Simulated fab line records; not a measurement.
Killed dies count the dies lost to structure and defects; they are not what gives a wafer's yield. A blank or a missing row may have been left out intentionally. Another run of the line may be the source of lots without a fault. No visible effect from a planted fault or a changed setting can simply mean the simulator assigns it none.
Matching of chambers    flow n5Finfet    N5_ZERO_LAYER_ETCH_17 on rieDiel-05: 4 sister chambers
The step etches SiO2 in CF4, target depth 12 nm, time 13.3 s. 8 wafers are shown with their chamber, then 7 later ones without.

== EACH WAFER AND ITS CHAMBER ==
wafer   chamber  showerheadPlenumPTorr (Torr)  rfVppV (V)
L075.2  2        2.29                          957
L079.1  1        2.13                          948
L079.3  2        2.28                          957
L079.4  3        2.07                          944
L079.5  1        2.13                          947
L079.6  0        2.13                          947
L088.3  3        2.07                          944
L088.4  0        2.12                          948

== WAFERS MISSING THEIR CHAMBER ==
wafer   showerheadPlenumPTorr (Torr)  rfVppV (V)
L088.6  2.13                          948
L095.1  2.12                          947
L095.2  2.12                          947
L095.3  2.06                          946
L095.4  2.27                          955
L095.5  2.12                          947
L095.6  2.12                          947

== THE CHAMBER EACH PASSED THROUGH ==
wafer   from the rows above      in truth
L088.6  can't be placed: 1 or 0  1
L095.1  can't be placed: 0 or 1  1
L095.2  can't be placed: 0 or 1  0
L095.3  3                        3
L095.4  2                        2
L095.5  can't be placed: 0 or 1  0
L095.6  can't be placed: 0 or 1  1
Correct placement for 2 of the 7. Not placeable from these rows: 5 (in 5, the candidates include the true chamber). Number placed wrongly: 0.
How it was worked out, from the rows above alone: a wafer's distance from a chamber is the root of the sum, over the readings, of the square of ((its reading less the chamber's mean) divided by the reading's scatter). If the next closest chamber is less than 2 further off than the closest, the wafer can't be placed; otherwise it belongs to the closest. The mean given for a chamber averages the wafers shown for that chamber. The scatter: take each reading less its chamber's mean, square it, sum over the shown wafers, divide by the number of wafers less the number of chambers, and take the root.
